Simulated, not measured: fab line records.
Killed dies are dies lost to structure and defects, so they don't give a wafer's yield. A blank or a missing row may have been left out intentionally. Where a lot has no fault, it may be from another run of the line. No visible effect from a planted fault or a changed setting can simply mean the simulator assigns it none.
Which tool was responsible? | flow nand harc | 24 lots with 72 wafers sampled at 6 steps, on a route of 1302 steps

## WHAT EACH GAUGE READ, for each wafer
No reading from a measuring or inspecting step in the record can be judged against a usual standard deviation.

## WHAT TOOL EACH LOT RAN ON (gives the tool, then ch and the chambers of the sampled wafers, and finally the start)
lot  | NHARC_A_WL_FILL_ETCHBACK_17       | NHARC_A_CONTACT_ETCH_51                       | NHARC_A_CONTACT_ETCH_120             | NHARC_A_CONTACT_ETCH_125             | NHARC_A_CONTACT_ETCH_89                       | NHARC_A_CONTACT_ETCH_138
L074 | rie metal-01 ch 0,1, day 21 06:48 | rie diel-05 ch 0,1,3, day 21 22:49 or earlier | har cap etch-03 ch 0,1, day 21 22:49 | har cap etch-03 ch 0,1, day 22 09:54 | rie diel-05 ch 0,1,2, day 22 18:08 or earlier | har cap etch-03 ch 0,1, day 22 18:08
L075 | rie metal-01 ch 0,1, day 21 11:41 | rie diel-10 ch 0,2, day 22 03:58 or earlier   | har cap etch-02 ch 0,1, day 22 03:58 | har cap etch-02 ch 0,1, day 22 12:49 | rie diel-05 ch 0,1, day 22 23:29 or earlier   | har cap etch-02 ch 0,1, day 22 23:29
L076 | rie metal-03 ch 0,1, day 21 20:05 | rie diel-05 ch 0,1,3, day 22 12:53 or earlier | har cap etch-01 ch 0,1, day 22 12:53 | har cap etch-01 ch 0,1, day 22 21:28 | rie diel-05 ch 0,1,2, day 23 05:43 or earlier | har cap etch-02 ch 0,1, day 23 05:43
L077 | rie metal-03 ch 0,1, day 22 08:55 | rie diel-10 ch 0,1,3, day 23 00:55 or earlier | har cap etch-01 ch 0,1, day 23 00:55 | har cap etch-01 ch 0,1, day 23 10:59 | rie diel-05 ch 0,2,3, day 23 19:41 or earlier | har cap etch-03 ch 0,1, day 23 19:41
L078 | rie metal-03 ch 0, day 22 11:06   | rie diel-01 ch 1,2,3, day 23 00:30 or earlier | har cap etch-03 ch 0,1, day 23 00:30 | har cap etch-03 ch 0,1, day 23 08:54 | rie diel-05 ch 0,1,3, day 23 17:01 or earlier | har cap etch-02 ch 1, day 23 17:01
L080 | rie metal-02 ch 0,1, day 23 05:35 | rie diel-01 ch 0,2,3, day 23 21:59 or earlier | har cap etch-01 ch 0,1, day 23 21:59 | har cap etch-03 ch 0,1, day 24 09:46 | rie diel-05 ch 0,1,3, day 24 21:05 or earlier | har cap etch-03 ch 0,1, day 24 21:05
L079 | rie metal-03 ch 0,1, day 23 10:41 | rie diel-05 ch 0,1,2, day 24 02:13 or earlier | har cap etch-02 ch 0,1, day 24 02:13 | har cap etch-02 ch 0,1, day 24 13:37 | rie diel-01 ch 0,1,2, day 25 01:34 or earlier | har cap etch-03 ch 0,1, day 25 01:34
L081 | rie metal-02 ch 0,1, day 23 17:46 | rie diel-10 ch 1,3, day 24 13:56 or earlier   | har cap etch-01 ch 0,1, day 24 13:56 | har cap etch-03 ch 1, day 25 02:20   | rie diel-10 ch 1,2,3, day 25 11:53 or earlier | har cap etch-02 ch 0,1, day 25 11:53
L082 | rie metal-03 ch 0,1, day 24 08:25 | rie diel-05 ch 1,3, day 25 01:11 or earlier   | har cap etch-01 ch 0,1, day 25 01:11 | har cap etch-01 ch 0,1, day 25 09:40 | rie diel-05 ch 0,1, day 25 20:12 or earlier   | har cap etch-03 ch 0,1, day 25 20:12
L083 | rie metal-01 ch 0, day 24 08:27   | rie diel-10 ch 0,3, day 25 01:55 or earlier   | har cap etch-02 ch 0,1, day 25 01:55 | har cap etch-03 ch 0,1, day 25 11:14 | rie diel-05 ch 0,2,3, day 25 22:07 or earlier | har cap etch-01 ch 0,1, day 25 22:07
L085 | rie metal-03 ch 0,1, day 25 01:13 | rie diel-01 ch 0,1,2, day 25 20:37 or earlier | har cap etch-02 ch 0,1, day 25 20:37 | har cap etch-01 ch 0,1, day 26 07:42 | rie diel-10 ch 1,2,3, day 26 19:58 or earlier | har cap etch-01 ch 0,1, day 26 19:58
L084 | rie metal-02 ch 0, day 25 01:16   | rie diel-01 ch 0,2,3, day 25 17:45 or earlier | har cap etch-01 ch 0,1, day 25 17:45 | har cap etch-03 ch 0, day 26 02:12   | rie diel-05 ch 0,2,3, day 26 10:29 or earlier | har cap etch-02 ch 0, day 26 10:29
L086 | rie metal-02 ch 0,1, day 25 15:29 | rie diel-05 ch 1,2, day 26 08:16 or earlier   | har cap etch-02 ch 0,1, day 26 08:16 | har cap etch-02 ch 0,1, day 26 21:04 | rie diel-10 ch 1,2,3, day 27 06:50 or earlier | har cap etch-03 ch 0,1, day 27 06:50
L087 | rie metal-01 ch 0, day 25 17:46   | rie diel-05 ch 0,1, day 26 10:01 or earlier   | har cap etch-03 ch 0,1, day 26 10:01 | har cap etch-03 ch 0,1, day 26 22:40 | rie diel-05 ch 1,2, day 27 08:27 or earlier   | har cap etch-03 ch 0,1, day 27 08:27
L088 | rie metal-02 ch 1, day 26 15:37   | rie diel-05 ch 1,2,3, day 27 07:00 or earlier | har cap etch-01 ch 0,1, day 27 07:00 | har cap etch-01 ch 0,1, day 27 17:37 | rie diel-05 ch 0,1, day 28 01:47 or earlier   | har cap etch-03 ch 0,1, day 28 01:47
L089 | rie metal-03 ch 0,1, day 26 15:38 | rie diel-01 ch 1,2, day 27 07:27 or earlier   | har cap etch-02 ch 0,1, day 27 07:27 | har cap etch-02 ch 0,1, day 27 18:22 | rie diel-05 ch 2,3, day 28 05:47 or earlier   | har cap etch-02 ch 0,1, day 28 05:47
L090 | rie metal-03 ch 0,1, day 27 13:11 | rie diel-05 ch 0,1,2, day 28 04:41 or earlier | har cap etch-01 ch 1, day 28 04:41   | har cap etch-01 ch 0,1, day 28 14:05 | rie diel-05 ch 0,1,3, day 28 23:24 or earlier | har cap etch-03 ch 1, day 28 23:24
L091 | rie metal-02 ch 0,1, day 27 16:17 | rie diel-05 ch 0,3, day 28 07:53 or earlier   | har cap etch-03 ch 0,1, day 28 07:53 | har cap etch-02 ch 0,1, day 28 17:46 | rie diel-05 ch 0,1,3, day 29 04:45 or earlier | har cap etch-01 ch 0,1, day 29 04:45
L092 | rie metal-03 ch 0,1, day 28 16:08 | rie diel-05 ch 0,1,3, day 29 10:13 or earlier | har cap etch-02 ch 0,1, day 29 10:13 | har cap etch-01 ch 0,1, day 29 22:10 | rie diel-05 ch 1,2, day 30 07:06 or earlier   | har cap etch-02 ch 0,1, day 30 07:06
L093 | rie metal-02 ch 0,1, day 28 19:10 | rie diel-05 ch 0,1, day 29 12:53 or earlier   | har cap etch-03 ch 0,1, day 29 12:53 | har cap etch-02 ch 0,1, day 29 23:02 | rie diel-01 ch 0,2,3, day 30 07:56 or earlier | har cap etch-03 ch 0,1, day 30 07:56
L095 | rie metal-03 ch 0,1, day 29 14:23 | rie diel-05 ch 0,2,3, day 30 07:06 or earlier | har cap etch-01 ch 0,1, day 30 07:06 | har cap etch-03 ch 0,1, day 30 17:38 | rie diel-01 ch 1,2, day 31 03:55 or earlier   | har cap etch-01 ch 0,1, day 31 03:55
L094 | rie metal-02 ch 0,1, day 29 14:25 | rie diel-05 ch 1,2, day 30 05:55 or earlier   | har cap etch-03 ch 0,1, day 30 05:55 | har cap etch-02 ch 0,1, day 30 14:37 | rie diel-05 ch 2,3, day 31 00:33 or earlier   | har cap etch-01 ch 0,1, day 31 00:33
L096 | rie metal-02 ch 0,1, day 30 02:14 | rie diel-01 ch 0,1,2, day 30 17:52 or earlier | har cap etch-01 ch 1, day 30 17:52   | har cap etch-03 ch 0, day 31 03:16   | rie diel-05 ch 0,1,2, day 31 11:24 or earlier | har cap etch-01 ch 0, day 31 11:24
L097 | rie metal-01 ch 0,1, day 30 05:20 | rie diel-05 ch 1,2, day 31 00:09 or earlier   | har cap etch-02 ch 0,1, day 31 00:09 | har cap etch-02 ch 0,1, day 31 09:25 | rie diel-05 ch 0,1,3, day 31 19:09 or earlier | har cap etch-03 ch 0,1, day 31 19:09
- NHARC_A_WL_FILL_ETCHBACK_17: etches the open film in Cl2/BCl3, target depth 4 nm, time 26.7 s.
- NHARC_A_CONTACT_ETCH_51: etches the open film in O2/COS, target depth 7000 nm, time 1820 s.
- NHARC_A_CONTACT_ETCH_120: etches the open film in C4F8/O2/Ar, time 190 s, target depth 1850 nm.
- NHARC_A_CONTACT_ETCH_125: etches the open film in C4F8/O2/Ar, time 197 s, target depth 1918 nm.
- NHARC_A_CONTACT_ETCH_89: etches the open film in N2/H2, target depth 260 nm, time 475.3 s.
- NHARC_A_CONTACT_ETCH_138: etches the open film in C4F8/O2/Ar, time 311 s, target depth 1914 nm.

## WHAT THE TOOLS THEMSELVES READ (means of the sampled wafers that have a number; where no wafer has one, the mark that the record gives instead)
NHARC_A_WL_FILL_ETCHBACK_17. Usual: drypump motor current A 6.0 A, standard deviation 0.5; oes product au 0.992 a.u., standard deviation 0.012.
lot  | tool         | drypump motor current A (A) | oes product au (a.u.) | flag
L074 | rie metal-01 | 6.5                         | 0.987                 |
L075 | rie metal-01 | 6.7                         | 0.990                 |
L076 | rie metal-03 | 5.6                         | 0.998                 |
L077 | rie metal-03 | 5.6                         | 0.996                 |
L078 | rie metal-03 | 5.3                         | 1.018                 |
L080 | rie metal-02 | 6.2                         | 0.974                 |
L079 | rie metal-03 | 5.4                         | 0.997                 |
L081 | rie metal-02 | 6.2                         | 0.966                 |
L082 | rie metal-03 | 5.4                         | 0.991                 |
L083 | rie metal-01 | 6.8                         | 0.987                 |
L085 | rie metal-03 | 5.6                         | 0.995                 |
L084 | rie metal-02 | 6.4                         | 0.975                 |
L086 | rie metal-02 | 6.1                         | 0.989                 |
L087 | rie metal-01 | 6.7                         | 1.008                 |
L088 | rie metal-02 | 5.9                         | 0.993                 |
L089 | rie metal-03 | 5.6                         | 0.990                 |
L090 | rie metal-03 | 5.6                         | 0.988                 |
L091 | rie metal-02 | 6.2                         | 1.001                 |
L092 | rie metal-03 | 5.4                         | 0.994                 |
L093 | rie metal-02 | 6.1                         | 1.002                 |
L095 | rie metal-03 | 5.6                         | 0.977                 |
L094 | rie metal-02 | 6.1                         | 0.996                 |
L096 | rie metal-02 | 6.0                         | 0.995                 |
L097 | rie metal-01 | 6.5                         | 0.997                 |

NHARC_A_CONTACT_ETCH_51. Usual: drypump motor current A 5.80 A, standard deviation 0.3; oes product au 1.001 a.u., standard deviation 0.014; rf vpp V 314.7 V, standard deviation 1.8; showerhead plenum p Torr 3.16 Torr, standard deviation 0.11; throttle valve pct 28.329 %, standard deviation 0.0083.
lot  | tool        | drypump motor current A (A) | oes product au (a.u.) | rf vpp V (V) | showerhead plenum p Torr (Torr) | throttle valve pct (%) | flag
L074 | rie diel-05 | 5.80                        | 1.001                 | 313.9        | 3.18                            | 28.329                 |
L075 | rie diel-10 | 5.44                        | 1.012                 | 317.4        | 3.35                            | 28.319                 |
L076 | rie diel-05 | 5.80                        | 1.001                 | 314.6        | 3.18                            | 28.327                 |
L077 | rie diel-10 | 5.71                        | 1.005                 | 315.3        | 3.22                            | 28.330                 |
L078 | rie diel-01 | 5.88                        | 0.997                 | 315.8        | 3.23                            | 28.332                 |
L080 | rie diel-01 | 5.43                        | 1.000                 | 315.2        | 3.23                            | 28.336                 |
L079 | rie diel-05 | 5.94                        | 0.995                 | 314.0        | 3.09                            | 28.325                 |
L081 | rie diel-10 | 5.82                        | 1.015                 | 313.9        | 3.15                            | 28.325                 |
L082 | rie diel-05 | 5.80                        | 1.001                 | 315.1        | 3.21                            | 28.330                 |
L083 | rie diel-10 | 5.80                        | 1.007                 | 316.1        | 3.23                            | 28.331                 |
L085 | rie diel-01 | 5.57                        | 1.003                 | 313.4        | 3.15                            | 28.329                 |
L084 | rie diel-01 | 5.41                        | 1.006                 | 315.3        | 3.23                            | 28.322                 |
L086 | rie diel-05 | 6.01                        | 0.990                 | 314.7        | 3.10                            | 28.329                 |
L087 | rie diel-05 | 5.80                        | 0.992                 | 314.6        | 3.14                            | 28.327                 |
L088 | rie diel-05 | 5.90                        | 0.990                 | 314.6        | 3.12                            | 28.341                 |
L089 | rie diel-01 | 5.99                        | 1.005                 | 314.3        | 3.13                            | 28.326                 |
L090 | rie diel-05 | 5.94                        | 0.987                 | 313.8        | 3.08                            | 28.328                 |
L091 | rie diel-05 | 5.70                        | 0.996                 | 315.1        | 3.16                            | 28.323                 |
L092 | rie diel-05 | 5.80                        | 0.994                 | 313.9        | 3.17                            | 28.328                 |
L093 | rie diel-05 | 5.89                        | 0.980                 | 314.6        | 3.14                            | 28.342                 |
L095 | rie diel-05 | 5.84                        | 1.000                 | 314.4        | 3.10                            | 28.345                 |
L094 | rie diel-05 | 6.00                        | 0.998                 | 314.1        | 3.09                            | 28.329                 |
L096 | rie diel-01 | 5.57                        | 1.008                 | 313.8        | 3.13                            | 28.324                 |
L097 | rie diel-05 | 6.03                        | 0.987                 | 314.3        | 3.09                            | 28.325                 |

NHARC_A_CONTACT_ETCH_89. Usual: drypump motor current A 5.82 A, standard deviation 0.25; oes product au 0.999 a.u., standard deviation 0.014; rf vpp V 431.0 V, standard deviation 2.2; showerhead plenum p Torr 2.06 Torr, standard deviation 0.076; throttle valve pct 14.172 %, standard deviation 0.0085.
lot  | tool        | drypump motor current A (A) | oes product au (a.u.) | rf vpp V (V) | showerhead plenum p Torr (Torr) | throttle valve pct (%) | flag
L074 | rie diel-05 | 5.92                        | 1.002                 | 429.3        | 2.02                            | 14.184                 |
L075 | rie diel-05 | 5.89                        | 0.986                 | 431.8        | 2.06                            | 14.171                 |
L076 | rie diel-05 | 5.94                        | 0.996                 | 430.7        | 2.02                            | 14.164                 |
L077 | rie diel-05 | 5.84                        | 1.009                 | 430.4        | 2.04                            | 14.165                 |
L078 | rie diel-05 | 5.80                        | 0.996                 | 430.9        | 2.08                            | 14.170                 |
L080 | rie diel-05 | 5.81                        | 1.005                 | 431.5        | 2.08                            | 14.167                 |
L079 | rie diel-01 | 5.56                        | 0.999                 | 431.6        | 2.06                            | 14.164                 |
L081 | rie diel-10 | 5.70                        | 1.012                 | 432.4        | 2.11                            | 14.186                 |
L082 | rie diel-05 | 5.80                        | 0.990                 | 430.9        | 2.06                            | 14.182                 |
L083 | rie diel-05 | 5.85                        | 1.014                 | 430.7        | 2.04                            | 14.176                 |
L085 | rie diel-10 | 5.70                        | 0.991                 | 432.4        | 2.11                            | 14.176                 |
L084 | rie diel-05 | 5.82                        | 1.005                 | 430.4        | 2.03                            | 14.162                 |
L086 | rie diel-10 | 5.71                        | 0.994                 | 431.7        | 2.11                            | 14.173                 |
L087 | rie diel-05 | 6.07                        | 1.001                 | 428.5        | 1.97                            | 14.165                 |
L088 | rie diel-05 | 5.79                        | 0.993                 | 429.6        | 2.05                            | 14.155                 |
L089 | rie diel-05 | 5.83                        | 0.989                 | 431.7        | 2.06                            | 14.168                 |
L090 | rie diel-05 | 5.80                        | 0.988                 | 431.5        | 2.07                            | 14.172                 |
L091 | rie diel-05 | 5.79                        | 0.995                 | 432.8        | 2.07                            | 14.164                 |
L092 | rie diel-05 | 6.04                        | 1.004                 | 428.0        | 1.97                            | 14.173                 |
L093 | rie diel-01 | 5.40                        | 0.998                 | 432.3        | 2.11                            | 14.169                 |
L095 | rie diel-01 | 5.92                        | 1.005                 | 431.6        | 2.09                            | 14.176                 |
L094 | rie diel-05 | 5.93                        | 1.004                 | 428.4        | 1.99                            | 14.173                 |
L096 | rie diel-05 | 5.93                        | 0.997                 | 429.6        | 2.01                            | 14.176                 |
L097 | rie diel-05 | 5.80                        | 0.997                 | 431.1        | 2.07                            | 14.171                 |

## THE ANSWER, worked out from the rows above alone
Rule: lot off if the mean of its wafers having a number is beyond 3 standard deviations from the usual mean. A lot without any number at a reading at which 4 lots or more have one is off too. All remaining lots with rows at the step are treated as sound. First the gauges in route order, then the tools' own readings, where a lot's mean is used as printed above. At the first step where some lot is off, the reading lying furthest off is the one used; lots without a number count as furthest.
Nothing can be told from this: no lot is off at any reading shown.

## WHAT WAS PUT IN BY THE SIMULATOR
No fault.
